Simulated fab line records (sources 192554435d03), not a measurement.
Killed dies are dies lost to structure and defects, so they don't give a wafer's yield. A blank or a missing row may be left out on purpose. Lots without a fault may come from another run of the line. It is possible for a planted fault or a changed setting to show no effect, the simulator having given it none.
Struck lot and sound lot, side by side ; flow n5_finfet ; 31 out of 1938 route steps
Sound: the wafers L229.1, L229.3, L229.6. Struck: wafers L234.4, L234.5, L234.6. The cause is named last.
At each step with rows: each side's tool, then ch and its chambers, then its first start. Under that, the readings that differ: sound wafers ; struck wafers ; difference of the means ; sigmas: that difference in standard deviations of wafers without a fault.
alike: words and numbers the same on both sides, and readings whose means are apart by under 2 such deviations; not compared: readings that were withheld, readings missing a value for some wafer, numbers with overlapping values and no deviation given by the record, and bounds like >300 which may hide the same value.
A row with sigmas, a row that says differs or no value, or rows on one side alone: a step with any of these is where the two part. Numbers that don't overlap but have no deviation are shown without sigmas and don't part them. A reading missing from all wafers of one side parts the sides only when that side holds two or more wafers.

first, 9 steps without rows for these wafers: N5_GATE_CUT_VAPOR_ETCH_49 (etches TiAlC in BCl3/Cl2); N5_GATE_CUT_VAPOR_ETCH_51 (etches HfO2 in BCl3/Cl2); N5_GATE_CUT_STRIP_21 (strips in N2/H2, time 30 s); N5_GATE_CUT_STRIP_29 (strips in post etch residue remover, time 60 s); N5_GATE_CUT_SRD_52 (time 30 s); N5_GATE_CUT_ALD_22 (deposits SiNx, target thk 16 nm, pulse time 1 s, ald cycles 320); N5_GATE_CUT_CMP_23 (polishes, stops on SiO2, t overpolish 23.4 s, target thk 16 nm); N5_GATE_CUT_CMP_43 (polishes SiO2); N5_GATE_CUT_CMP_61 (polishes, stops on SiNx, t overpolish 3 s).
N5_MOL_CONTACT_COAG_COAT_103: time 60 s, resist thk 80 nm.
  sound on litho_track-04 ch 0, day 7 23:07; struck on litho_track-04 ch 0, day 8 23:56
reading;sound;struck;difference;sigmas
spin_speed_rpm (rpm);1498.3 1498.6 1499.2;1558.6 1557.4 1557.8;+59.2;+54
model.SOC_of_MOL_CONTACT_COAG_COAT_103.thk_nm (nm);79.8 80.2 80.2;78.6 78.6 78.6;-1.5;
then, 11 steps without rows for these wafers: N5_MOL_CONTACT_COAG_COAT_104 (time 60 s, resist thk 12 nm); N5_MOL_CONTACT_COAG_COAT_58 (time 60 s, resist thk 10 nm); N5_MOL_CONTACT_COAG_COAT_02 (resist thk 30 nm); N5_MOL_CONTACT_COAG_EBR_04; N5_MOL_CONTACT_COAG_SOFTBAKE_03 (time 60 s); N5_MOL_CONTACT_COAG_EXPOSE_05 (exposes mask CA, defocus 0 nm); N5_MOL_CONTACT_COAG_PEB_06 (peb time 60 s); N5_MOL_CONTACT_COAG_DEVELOP_07 (develop time 30 s); N5_MOL_CONTACT_COAG_DESCUM_13 (chemistry O2, time 7 s); N5_MOL_CONTACT_COAG_ETCH_59 (etches underlayer in N2/H2, target depth 13 nm, time 10.4 s); N5_MOL_CONTACT_COAG_ETCH_105 (etches SiARC in CF4, target depth 15.6 nm, time 26 s).
N5_MOL_CONTACT_COAG_ETCH_106: etches SOC in N2/H2, target depth 80 nm, overetch 16 nm, time 120 s.
  sound on rie_diel-05 ch 1,2,3, day 7 23:35; struck on rie_diel-03 ch 1,2,3, day 9 00:24
reading;sound;struck;difference;sigmas
model.etch.depth_nm (nm);79.88 80.2 80.11;78.55 78.63 78.61;-1.47;
  alike: chamber_pressure_mTorr, drypump_motor_current_A, oes_product_au, rf_vpp_V, showerhead_plenum_p_Torr, throttle_valve_pct
  not compared: rf_hours_counter_h
then, 5 steps without rows for these wafers: N5_MOL_CONTACT_COAG_STRIP_107 (strips in N2/H2); N5_MOL_CONTACT_COAG_STRIP_108 (strips in N2/H2); N5_MOL_CONTACT_COAG_CONTACT_ETCH_14 (etches SiO2 in C4F6/O2, target depth 27.5 nm, overetch 8.5 nm, time 20 s); N5_MOL_CONTACT_COAG_STRIP_109 (strips in C4F6/O2); N5_MOL_CONTACT_COAG_ETCH_15 (etches SiNx in CH3F/O2, stops on Si:P, target depth 7 nm).
N5_MOL_CONTACT_COAG_ETCH_110: etches Si in CF4/O2, target depth 2.5 nm, time 8 s.
  sound on rie_diel-05 ch 1,2,3, day 7 23:47; struck on rie_diel-03 ch 1,2,3, day 9 00:36
reading;sound;struck;difference;sigmas
model.SOC_of_MOL_CONTACT_COAG_COAT_103.thk_nm (nm);73.8 74 73.8;72.2 72.4 72.4;-1.5;
  alike: O2_flow_sccm, chamber_pressure_mTorr, drypump_motor_current_A, mfc_ar_sccm, oes_product_au, rf_vpp_V, showerhead_plenum_p_Torr, throttle_valve_pct
  not compared: rf_hours_counter_h
then, 1 step without rows for these wafers: N5_MOL_CONTACT_COAG_STRIP_98 (strips in N2/H2).
-- here the record skips 4 days between the struck wafers' starts before and after, leaving off in module MOL_CONTACT_COAG and picking up in module BEOL_M4 (first step shown: number 1111 of the route) --
N5_BEOL_M4_RC_MEAS_101:
  sound on prober-01 ch 0, day 11 16:47; struck on prober-01 ch 0, day 12 16:26
reading;sound;struck;difference;sigmas
DIBL_N (mV/V);35.5 35.4 34.0;38.0 39.3 38.9;+3.8;+3
IOFF_P (nA/um);0.187 0.178 0.166;0.237 0.263 0.254;+0.074;+3
  alike: DIBL_P, IOFF_N, ION_N, ION_P, SS_N, SS_P, VT_N, VT_P
-- the record jumps here: 4 days lie between the struck wafers' starts before and after (it left off in module BEOL_M4 and takes up again in module PASSIVATION, whose first step shown is number 1936 of the route) --
N5_PASSIVATION_PROBE_49:
  sound: prober-01 at day 16 01:38; struck: prober-02 at day 16 22:25
reading;sound;struck;difference;sigmas
killed_at_contacts;22 15 23;10 7 13;-10;-2
killed_at_front_end;27 39 18;54 48 60;+26;+2
  alike: defect_limited_yield, killed_at_M0_to_M3, killed_at_M4_up, killed_at_other, killed_dies, killed_on_rim, killed_open, killed_short, sort_bin_5_function, sort_bin_6_memory, sort_n_pass, sort_yield_pct

## WHERE THEY PART
First at N5_MOL_CONTACT_COAG_COAT_103; last, within this record, at N5_PASSIVATION_PROBE_49.

WHY: whatever the simulator had introduced
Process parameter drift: litho_track-04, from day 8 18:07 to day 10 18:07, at N5_MOL_CONTACT_COAG_COAT_103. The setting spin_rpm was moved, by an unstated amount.
